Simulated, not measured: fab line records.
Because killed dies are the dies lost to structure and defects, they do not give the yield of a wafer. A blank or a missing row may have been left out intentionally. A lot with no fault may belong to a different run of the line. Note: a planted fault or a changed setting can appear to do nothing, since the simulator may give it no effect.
Chamber matching -- flow n5-finfet -- rie-diel-04 running N5_BEOL_M9_ETCH_76: 4 sister chambers
The step etches underlayer in N2/H2, target depth 6.5 nm, time 5.2 s. 14 wafers are shown with their chamber, then 7 later ones without.

WAFERS PAIRED WITH THEIR CHAMBERS
wafer,chamber,drypump-motor-current-A (A),showerhead-plenum-p-Torr (Torr),throttle-valve-pct (%)
L077.2,1,5.5,2.59,18.13
L077.3,3,4.9,2.52,18.00
L077.4,0,6.0,2.46,18.01
L083.2,2,4.9,2.48,17.72
L083.3,1,5.5,2.58,18.18
L083.6,3,5.0,2.51,18.01
L086.2,1,5.5,2.58,18.14
L086.3,2,4.8,2.48,17.68
L086.5,2,4.8,2.48,17.69
L089.1,0,6.0,2.44,18.05
L089.3,2,4.9,2.47,17.72
L089.6,3,4.9,2.51,18.06
L090.2,3,5.0,2.51,18.05
L090.3,2,4.9,2.47,17.72

SIGNATURES (averages over the wafers above)
reading,chamber 0,chamber 1,chamber 2,chamber 3,scatter within a chamber
drypump-motor-current-A,6.000,5.500,4.860,4.950,0.0469
showerhead-plenum-p-Torr,2.4500,2.5833,2.4760,2.5125,0.00679
throttle-valve-pct,18.0300,18.1500,17.7060,18.0300,0.0251
Rule: for a wafer and a chamber, the distance is found by dividing, reading by reading, the gap between the wafer's reading and the chamber's mean by the reading's scatter, squaring, summing and taking the root. If the next closest chamber is less than 2 further off than the closest, the wafer can't be placed; otherwise it belongs to the closest. The scatter is the square root of a quotient: the sum, over the shown wafers, of each reading's squared deviation from its chamber's mean, divided by wafers minus chambers.

WAFERS WITH NO CHAMBER GIVEN
wafer,drypump-motor-current-A (A),showerhead-plenum-p-Torr (Torr),throttle-valve-pct (%)
L090.6,4.9,2.47,17.72
L093.1,5.5,2.57,18.19
L093.3,6.0,2.44,18.08
L093.6,5.5,2.57,18.18
L095.1,6.0,2.44,18.08
L095.2,5.5,2.57,18.20
L095.5,4.8,2.47,17.73

THE CHAMBER EACH PASSED THROUGH
wafer,from the rows above,in truth
L090.6,2,2
L093.1,1,1
L093.3,0,0
L093.6,1,1
L095.1,0,0
L095.2,1,1
L095.5,2,2
Correct placement for 7 of the 7. From these rows, 0 cannot be placed. Placed wrongly: 0.
